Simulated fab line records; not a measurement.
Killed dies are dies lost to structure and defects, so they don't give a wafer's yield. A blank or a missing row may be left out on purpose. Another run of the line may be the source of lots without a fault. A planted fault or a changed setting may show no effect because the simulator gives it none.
Matching of chambers ; flow nand harc ; NHARC_P_CONTACT_DEP_30 on pecvd-04 has 3 sister chambers
The step deposits SiNx, target thk 30 nm. 6 wafers are shown with their chamber, then 9 later ones without.

== WAFERS, EACH WITH ITS CHAMBER ==
wafer;chamber;heater power w (W)
L083.6;2;591
L085.4;0;533
L085.5;1;889
L091.1;1;943
L091.3;2;577
L091.4;0;536

== WAFERS WITH NO CHAMBER GIVEN ==
wafer;heater power w (W)
L093.1;493
L093.2;643
L093.3;885
L094.3;903
L094.4;579
L094.6;901
L095.1;610
L095.2;1005
L095.6;630

== EACH ONE'S CHAMBER ==
wafer;from the rows above;in truth
L093.1;0;0
L093.2;2;2
L093.3;1;1
L094.3;1;1
L094.4;can't be placed: 2 or 0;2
L094.6;1;1
L095.1;2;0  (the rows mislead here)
L095.2;1;1
L095.6;2;2
Correct placement for 7 of the 9. From these rows, 1 cannot be placed; in 1 the true chamber is one of the candidates. Number placed wrongly: 1.
How it was worked out, from the rows above alone: a wafer's distance from a chamber is the root of the sum, over the readings, of the square of ((its reading less the chamber's mean) divided by the reading's scatter). If the next closest chamber is less than 2 further off than the closest, the wafer can't be placed; otherwise it belongs to the closest. Each chamber's mean is taken over the wafers shown for it. The scatter: take each reading less its chamber's mean, square it, sum over the shown wafers, divide by the number of wafers less the number of chambers, and take the root.
